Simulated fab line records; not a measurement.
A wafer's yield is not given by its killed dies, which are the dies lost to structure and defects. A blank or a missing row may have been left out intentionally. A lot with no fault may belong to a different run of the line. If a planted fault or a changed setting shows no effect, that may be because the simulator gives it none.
A lot that was struck, set against a sound lot -- flow n5_finfet -- 16 out of 1938 route steps
Sound: these wafers, L921.3, L921.4, L921.5. Struck: wafer L912.2. (L912.4, L912.5 of the same lot were not struck and are left out.) The cause comes at the end.
For every step that has rows: the tool of each side, followed by ch and its chambers, followed by its first start. Under that, the readings that differ: sound wafers -- struck wafers -- difference of the means -- sigmas: that difference in standard deviations of wafers without a fault.
alike: words and numbers the same on both sides, and readings whose means are apart by under 2 such deviations; not compared: readings that were withheld, readings missing a value for some wafer, numbers with overlapping values and no deviation given by the record, and bounds like >300 which may hide the same value.
A row with sigmas, a row that says differs or no value, or rows on one side alone: a step with any of these is where the two part. Numbers that have no deviation but don't overlap get no sigmas and don't part them. Lack of a reading on every wafer of one side parts them only where that side has two or more wafers.

N5_SDB_OVL_MEAS_12:
  sound on overlay-01 ch 0, day 8 05:56; struck on overlay-02 ch 0, day 6 00:52
  alike: SDB_OVL
N5_SDB_INSPECT_13: inspects for defects (brightfield).
  sound on defect_inspect-02, day 8 05:58; struck on defect_inspect-02, day 6 00:54
  alike: raw_defect_count
N5_SDB_DESCUM_16: chemistry O2, time 7.9 s.
  sound on rie_diel-06 ch 2,3, day 8 05:59; struck on rie_diel-06 ch 3, day 6 00:56
  alike: bias_power_w, drypump_motor_current_A, oes_product_au, rf_vpp_V, showerhead_plenum_p_Torr, throttle_valve_pct
  not compared: rf_hours_counter_h
N5_SDB_ETCH_17: etches SiARC in CF4, target depth 23.4 nm, time 39 s.
  sound on rie_diel-06 ch 2,3, day 8 06:02; struck on rie_diel-06 ch 3, day 6 00:58
  alike: drypump_motor_current_A, etch_rf_on_time_s, mfc_ar_sccm, oes_product_au, rf_vpp_V, showerhead_plenum_p_Torr, throttle_valve_pct
  not compared: rf_hours_counter_h
N5_SDB_ETCH_18: etches SOC in N2/H2, target depth 100 nm, overetch 20 nm, time 150 s.
  sound on rie_diel-06 ch 2,3, day 8 06:04; struck on rie_diel-06 ch 3, day 6 01:00
  alike: drypump_motor_current_A, oes_product_au, rf_vpp_V, showerhead_plenum_p_Torr, throttle_valve_pct
  not compared: rf_hours_counter_h
then, 2 steps without rows for these wafers: N5_SDB_STRIP_19 (strips in N2/H2); N5_SDB_STRIP_21 (strips in CF4).
N5_SDB_HM_OPEN_20: chemistry CH3F/O2, target SiNx, stops on poly-Si, target depth 24 nm.
  sound on rie_diel-06 ch 2,3, day 8 06:13; struck on rie_diel-06 ch 3, day 6 01:10
  alike: drypump_motor_current_A, mfc_ar_sccm, oes_ar_750_au, oes_o_777_au, oes_product_au, rf_vpp_V, showerhead_plenum_p_Torr, throttle_valve_pct
  not compared: rf_hours_counter_h
N5_SDB_STRIP_22: strips in N2/H2.
  sound on plasma_asher-02 ch 0,1, day 8 06:20; struck on plasma_asher-02 ch 0, day 6 01:19
reading,sound,struck,difference,sigmas
rf_hours_counter_h (h),- - -,90,no value on the sound wafers,
  alike: drypump_motor_current_A, heater_power_w, oes_product_au, strip_time_to_endpoint_s
then, 3 steps without rows for these wafers: N5_SDB_PRECLEAN_23 (cleans in dHF, time 30 s); N5_SDB_DUMMY_REMOVE_24 (chemistry TMAH, target poly-Si, stops on SiO2, target depth 142 nm, time 57 s, rinse time 30 s); N5_SDB_ETCH_25 (etches SiO2 in C4F6/O2, target depth 10 nm, time 3.3 s).
N5_SDB_CUT_ETCH_26: etches Si in HBr/Cl2/O2, target depth 129.6 nm, bt time 20 s, time 51.8 s.
  sound on rie_si-01 ch 2,3, day 8 06:37; struck on rie_si-06 ch 2, day 6 01:40
reading,sound,struck,difference,sigmas
model.etch.depth_nm (nm),129.3 128.5 128.3,86.23,-42.47,
model.SDB.feature_depth_nm (nm),129.2 128.6 128.2,86.2,-42.5,
model.SiNx_of_SDB_HM_DEP_00.thk_nm (nm),21.8 21.8 22,27.4,+5.5,
  alike: drypump_motor_current_A, oes_o_777_au, oes_product_au, throttle_valve_pct
  not compared: rf_hours_counter_h
N5_SDB_PRECLEAN_38: cleans in dHF, time 10 s.
  sound on wet_bench-03 ch 1,3,4, day 8 06:43; struck on wet_bench-03 ch 4, day 6 01:47
reading,sound,struck,difference,sigmas
model.SiNx_of_SDB_HM_DEP_00.thk_nm (nm),21.8 21.8 21.8,27.4,+5.6,
then, 1 step without rows for these wafers: N5_SDB_PRECLEAN_39 (cleans in O3/DIW, time 45 s).
-- the record jumps here: 5 days lie between the struck wafers' starts before and after (it left off in module SDB and takes up again in module BEOL_M4, whose first step shown is number 1111 of the route) --
N5_BEOL_M4_RC_MEAS_101:
  sound on prober-02 ch 0, day 12 21:02; struck on prober-02 ch 0, day 10 15:51
  alike: DIBL_N, DIBL_P, IOFF_N, IOFF_P, ION_N, ION_P, SS_N, SS_P, VT_N, VT_P

## WHERE THEY PART
Within this record, at N5_SDB_STRIP_22 only. Later steps at which nothing parts them and some readings are alike: N5_SDB_CUT_ETCH_26, N5_BEOL_M4_RC_MEAS_101.

WHY: whatever the simulator had introduced
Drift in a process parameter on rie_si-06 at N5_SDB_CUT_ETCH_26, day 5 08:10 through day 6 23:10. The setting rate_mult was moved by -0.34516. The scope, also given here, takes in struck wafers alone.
